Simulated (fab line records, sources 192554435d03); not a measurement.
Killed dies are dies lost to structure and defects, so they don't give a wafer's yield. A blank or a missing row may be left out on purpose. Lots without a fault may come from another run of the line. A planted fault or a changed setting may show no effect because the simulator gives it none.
Split-lot experiment | flow n5_finfet | 7 lots, 39 wafers read, on a route of 1938 steps

THE SPLIT
At N5_BEOL_M1_TRENCH_ETCH_37 (etches SiOC in C4F6/O2, target depth 55.207 nm, time 29 s), the setting target_depth_a was moved away from the recipe's 552.07 angstrom on 18 of the 39 wafers read, by -45.6% to +50.2%. The other wafers ran this setting at the recipe's value.

FROM THE SPLIT TO THE READING: what the file shows between them, 2 steps
- N5_BEOL_M1_ETCH_41: etches SiCN in CH3F/O2, target depth 31.9 nm, time 57.8 s
- N5_BEOL_M1_STRIP_97: strips in N2/H2, time 10 s

THE READING
trench_depth_nm, in nm, at N5_BEOL_M1_OCD_MEAS_38. Fault-free wafers of this fab line usually give 55.5 nm, standard deviation 1.1 nm.

wafer  | tool, chamber at the split | target_depth_a as run, angstrom | against the recipe | trench_depth_nm, nm | against lot-mates on the recipe
L079.1 | rie_diel-02, 3             | 552.07                          | recipe             | 56.6                | -
L079.5 | rie_diel-02, 2             | 552.07                          | recipe             | 53.8                | -
L079.6 | rie_diel-02, 1             | 552.07                          | recipe             | 55.0                | -
L081.1 | rie_diel-04, 0             | 811.6                           | +47.0%             | 82.8                | +27.6
L081.2 | rie_diel-04, 3             | 552.07                          | recipe             | 55.7                | -
L081.3 | rie_diel-04, 2             | 552.07                          | recipe             | 55.4                | -
L081.4 | rie_diel-04, 1             | 811.6                           | +47.0%             | 79.8                | +24.6
L081.5 | rie_diel-04, 2             | 811.6                           | +47.0%             | 82.9                | +27.7
L081.6 | rie_diel-04, 1             | 552.07                          | recipe             | 54.4                | -
L082.1 | rie_diel-02, 3             | 734.8                           | +33.1%             | 76.5                | +20.2
L082.2 | rie_diel-02, 0             | 552.07                          | recipe             | 55.9                | -
L082.3 | rie_diel-02, 1             | 734.8                           | +33.1%             | 75.9                | +19.6
L082.4 | rie_diel-02, 2             | 734.8                           | +33.1%             | 74.1                | +17.8
L082.5 | rie_diel-02, 1             | 552.07                          | recipe             | 57.5                | -
L082.6 | rie_diel-02, 0             | 552.07                          | recipe             | 55.4                | -
L084.1 | rie_diel-02, 2             | 396.8                           | -28.1%             | 39.1                | -17.0
L084.2 | rie_diel-02, 3             | 552.07                          | recipe             | 57.2                | -
L084.3 | rie_diel-02, 0             | 552.07                          | recipe             | 54.7                | -
L084.4 | rie_diel-02, 1             | 552.07                          | recipe             | 56.5                | -
L084.5 | rie_diel-02, 0             | 396.8                           | -28.1%             | 39.5                | -16.6
L084.6 | rie_diel-02, 1             | 396.8                           | -28.1%             | 40.9                | -15.2
L087.1 | rie_diel-04, 0             | 552.07                          | recipe             | 56.8                | -
L087.2 | rie_diel-04, 3             | 346.5                           | -37.2%             | 35.2                | -21.1
L087.3 | rie_diel-04, 1             | 346.5                           | -37.2%             | 34.3                | -22.0
L087.4 | rie_diel-04, 2             | 346.5                           | -37.2%             | 35.0                | -21.3
L087.5 | rie_diel-04, 2             | 552.07                          | recipe             | 56.3                | -
L087.6 | rie_diel-04, 3             | 552.07                          | recipe             | 55.9                | -
L091.1 | rie_diel-04, 2             | 829                             | +50.2%             | 84.9                | +28.9
L091.2 | rie_diel-04, 3             | 552.07                          | recipe             | 54.9                | -
L091.3 | rie_diel-04, 0             | 552.07                          | recipe             | 56.6                | -
L091.4 | rie_diel-04, 1             | 829                             | +50.2%             | 81.6                | +25.6
L091.5 | rie_diel-04, 1             | 829                             | +50.2%             | 81.0                | +25.0
L091.6 | rie_diel-04, 0             | 552.07                          | recipe             | 56.4                | -
L096.1 | rie_diel-02, 1             | 300.3                           | -45.6%             | 30.8                | -25.6
L096.2 | rie_diel-02, 0             | 300.3                           | -45.6%             | 29.8                | -26.6
L096.3 | rie_diel-02, 2             | 552.07                          | recipe             | 56.2                | -
L096.4 | rie_diel-02, 0             | 300.3                           | -45.6%             | 30.1                | -26.3
L096.5 | rie_diel-02, 1             | 552.07                          | recipe             | 57.1                | -
L096.6 | rie_diel-02, 2             | 552.07                          | recipe             | 55.8                | -

THE FIT
A straight line over all 39 wafers: trench_depth_nm changes by +0.557 nm for each +1% of target_depth_a; r = +1.00; the points scatter about the line by 1.2 nm.
The same after taking each lot's own level away (the mean of its wafers on the recipe; 39 wafers): +0.563 nm for each +1%; r = +1.00; scatter 1.1 nm.
On that fit, the largest move of target_depth_a shifts the reading by 28 nm.
The lots' own levels span 55.13 to 56.37 nm, that is 1.1 times the standard deviation above.
So the lot-to-lot level changes the slope little: the two slopes agree.
Check: with one of the wafers moved furthest among these (+50.2%) left out of the fit, the line predicts +28 nm for it against its lot-mates. It came out at +28.9 nm against them.

OTHER SPLITS ON THESE WAFERS
These wafers also went through other splits before the reading. Each is held against what the fit with the lots' levels taken away leaves over:
other split on the same wafers              | wafers away from the commonest value | r with trench_depth_nm (lot level and that fit taken away)
N5_BEOL_M0_SAQP_SPACER2_ALD_26 target_thk_a | 15                                   | -0.14

THE WHOLE CHAIN: every reading that the file lists as answering this split, in the file's order
step                      | what it does                                              | reading                                                                          | change (the file's fit)                | r (the file's)
N5_BEOL_M1_TRENCH_ETCH_37 | etches SiOC in C4F6/O2, target depth 55.207 nm, time 29 s | BEOL_M1.feature_depth_nm (the simulator's own value, which no gauge read)        | +0.558 nm for each +1% of the setting  | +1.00
N5_BEOL_M1_TRENCH_ETCH_37 | etches SiOC in C4F6/O2, target depth 55.207 nm, time 29 s | etch.depth_nm (the simulator's own value, which no gauge read)                   | +0.557 nm for each +1% of the setting  | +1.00
N5_BEOL_M1_TRENCH_ETCH_37 | etches SiOC in C4F6/O2, target depth 55.207 nm, time 29 s | TiN_of_BEOL_M1_HM_DEP_02.thk_nm (the simulator's own value, which no gauge read) | -0.0249 nm for each +1% of the setting | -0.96
N5_BEOL_M1_OCD_MEAS_38    |                                                           | trench_depth_nm                                                                  | +0.563 nm for each +1% of the setting  | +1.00

THE FILE'S OWN FIT
trench_depth_nm changes by +0.563 nm for each +1% of target_depth_a, r = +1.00.
